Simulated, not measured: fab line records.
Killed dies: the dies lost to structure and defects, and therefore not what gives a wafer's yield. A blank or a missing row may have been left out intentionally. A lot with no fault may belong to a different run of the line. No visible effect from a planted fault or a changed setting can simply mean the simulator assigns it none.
Chamber matching -- flow n5Finfet -- 3 sister chambers for N5_BEOL_M4_PRE_CLEAN_60 on cvdCo-02
The step time 15 s. 3 wafers are shown with their chamber, then 11 later ones without.

== WAFERS, EACH WITH ITS CHAMBER ==
wafer,chamber,heaterPowerOuterW (W)
L086.5,1,25
L086.6,0,20
L091.1,2,30

== WAFERS WHOSE CHAMBER IS MISSING ==
wafer,heaterPowerOuterW (W)
L091.3,21
L091.4,30
L094.2,26
L094.5,26
L094.6,30
L095.1,21
L095.3,21
L095.4,26
L096.4,22
L096.5,22
L096.6,30

== WHICH CHAMBER EACH ONE RAN IN ==
wafer,from the rows above,in truth
L091.3,0,0
L091.4,2,2
L094.2,1,1
L094.5,1,1
L094.6,2,2
L095.1,0,0
L095.3,0,0
L095.4,1,1
L096.4,can't be placed: 0 or 1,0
L096.5,can't be placed: 0 or 1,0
L096.6,2,2
Correctly placed: 9 of 11. From these rows, 2 cannot be placed; in 2 the true chamber is one of the candidates. 0 placed wrongly.
How it was worked out, from the rows above alone: a wafer's distance from a chamber is the root of the sum, over the readings, of the square of ((its reading less the chamber's mean) divided by the reading's scatter). If the next closest chamber is less than 2 further off than the closest, the wafer can't be placed; otherwise it belongs to the closest. A chamber's mean is the mean of its shown wafers. The scatter: with one shown wafer a chamber, the root of the mean of the squares of how far each hidden wafer lies from its nearest shown one.
